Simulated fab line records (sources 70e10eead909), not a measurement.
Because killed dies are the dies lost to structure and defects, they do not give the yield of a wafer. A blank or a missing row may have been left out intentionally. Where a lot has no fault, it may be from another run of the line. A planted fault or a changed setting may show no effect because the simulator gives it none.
Matching of chambers -- flow nand harc -- pecvd-03 running NHARC_P_BONDPAD_DEP_00: 3 sister chambers
The step deposits SiCN, target thk 250 nm. 16 wafers are shown with their chamber, then 8 later ones without.

## WAFERS WITH THEIR CHAMBER
wafer,chamber,heater power w (W),chamber pressure Torr (Torr)
L074.1,1,692,2.988
L074.3,2,564,3.002
L074.6,0,585,2.993
L077.1,1,696,2.996
L077.5,1,692,2.997
L077.6,2,524,3.006
L078.1,2,468,3.002
L078.3,1,640,3.008
L078.5,2,494,3.002
L086.1,0,588,2.996
L086.3,2,572,3.000
L086.5,0,605,2.997
L089.2,0,630,2.996
L089.4,0,624,2.994
L089.5,1,644,3.005
L088.1,1,654,2.999

SIGNATURES (averages over the wafers above)
reading,chamber 0,chamber 1,chamber 2,scatter within a chamber
heater power w,606.40,669.67,524.40,31.7
chamber pressure Torr,2.99520,2.99883,3.00240,0.00465
Rule: distance of a wafer from a chamber = root of the sum over the readings of ((wafer's reading minus chamber's mean) / reading's scatter) squared. The wafer belongs to the nearest chamber; if the next one is less than 2 further off, it can't be placed. The scatter: take each reading less its chamber's mean, square it, sum over the shown wafers, divide by the number of wafers less the number of chambers, and take the root.

## WAFERS WITHOUT THEIR CHAMBER
wafer,heater power w (W),chamber pressure Torr (Torr)
L088.3,566,3.002
L088.4,610,3.009
L091.1,642,2.998
L091.4,525,2.999
L091.5,622,3.002
L094.2,596,2.983
L094.3,584,3.002
L094.5,596,2.997

## THE CHAMBER EACH PASSED THROUGH
wafer,from the rows above,in truth
L088.3,can't be placed: 2 or 0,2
L088.4,can't be placed: 1 or 0 or 2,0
L091.1,can't be placed: 1 or 0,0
L091.4,can't be placed: 2 or 0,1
L091.5,can't be placed: 0 or 1 or 2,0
L094.2,can't be placed: 0 or 1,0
L094.3,can't be placed: 0 or 2 or 1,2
L094.5,can't be placed: 0 or 1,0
Correctly placed: 0 of 8. From these rows, 8 cannot be placed; in 7 the true chamber is one of the candidates. 0 placed wrongly.
